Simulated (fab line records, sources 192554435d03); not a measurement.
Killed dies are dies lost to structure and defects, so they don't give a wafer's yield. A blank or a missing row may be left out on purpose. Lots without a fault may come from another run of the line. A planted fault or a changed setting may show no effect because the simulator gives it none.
Chamber matching | flow n5_finfet | N5_BEOL_M6_STRIP_19 on rie_diel-04: 4 sister chambers
The step strips in O2. 7 wafers are shown with their chamber, then 7 later ones without.

WAFERS WITH THEIR CHAMBER
wafer  | chamber | showerhead_plenum_p_Torr (Torr) | throttle_valve_pct (%)
L080.2 | 1       | 2.01                            | 16.70
L083.4 | 0       | 2.02                            | 16.48
L086.1 | 2       | 2.12                            | 16.44
L086.2 | 1       | 2.00                            | 16.71
L086.3 | 3       | 2.12                            | 16.63
L089.3 | 0       | 2.02                            | 16.52
L089.4 | 2       | 2.11                            | 16.45

WAFERS WITHOUT THEIR CHAMBER
wafer  | showerhead_plenum_p_Torr (Torr) | throttle_valve_pct (%)
L089.6 | 2.12                            | 16.65
L092.1 | 2.11                            | 16.49
L092.2 | 2.12                            | 16.68
L092.5 | 2.00                            | 16.76
L095.2 | 2.12                            | 16.68
L095.3 | 2.11                            | 16.48
L095.5 | 2.01                            | 16.56

WHICH CHAMBER EACH WENT THROUGH
wafer  | from the rows above | in truth
L089.6 | 3                   | 3
L092.1 | 2                   | 2
L092.2 | 3                   | 3
L092.5 | 1                   | 1
L095.2 | 3                   | 3
L095.3 | 2                   | 2
L095.5 | 0                   | 0
Placed correctly: 7 of 7. Can't be placed from these rows: 0. Placed wrongly: 0.
How it was worked out, from the rows above alone: a wafer's distance from a chamber is the root of the sum, over the readings, of the square of ((its reading less the chamber's mean) divided by the reading's scatter). The wafer belongs to the nearest chamber; if the next one is less than 2 further off, it can't be placed. A chamber's mean is the mean of its shown wafers. The scatter: the root of (the sum of the squares of (reading less its chamber's mean) over the shown wafers, divided by (wafers less chambers)).
